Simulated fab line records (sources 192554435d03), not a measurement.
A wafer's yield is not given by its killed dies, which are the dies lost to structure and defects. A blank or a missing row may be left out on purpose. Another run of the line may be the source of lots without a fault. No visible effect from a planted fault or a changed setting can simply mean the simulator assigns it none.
Matching of chambers ; flow n5-finfet ; 3 sister chambers for N5_BEOL_M1_CO_CAP_55 on cvd-co-02
The step material Co, precursor CCTBA/H2, target thk 2 nm, time 102.1 s. 3 wafers are shown with their chamber, then 8 later ones without.

WAFERS WITH THEIR CHAMBER
wafer;chamber;heater-power-w (W)
L082.2;1;241
L084.5;2;237
L086.1;0;220

WAFERS WHOSE CHAMBER IS MISSING
wafer;heater-power-w (W)
L086.2;232
L086.4;228
L091.1;239
L091.3;237
L091.4;224
L096.2;241
L096.3;229
L096.4;237

THE CHAMBER EACH PASSED THROUGH
wafer;from the rows above;in truth
L086.2;can't be placed: 2 or 1 or 0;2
L086.4;can't be placed: 0 or 2 or 1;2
L091.1;can't be placed: 1 or 2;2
L091.3;can't be placed: 2 or 1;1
L091.4;can't be placed: 0 or 2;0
L096.2;can't be placed: 1 or 2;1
L096.3;can't be placed: 2 or 0 or 1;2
L096.4;can't be placed: 2 or 1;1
Placed correctly: 0 of 8. Unplaceable from these rows: 8, with the true chamber sitting among the candidates in 8. Placed wrongly: 0.
How it was worked out, from the rows above alone: a wafer's distance from a chamber is the root of the sum, over the readings, of the square of ((its reading less the chamber's mean) divided by the reading's scatter). The wafer belongs to the nearest chamber; if the next one is less than 2 further off, it can't be placed. The mean given for a chamber averages the wafers shown for that chamber. The scatter: with one shown wafer a chamber, the root of the mean of the squares of how far each hidden wafer lies from its nearest shown one.
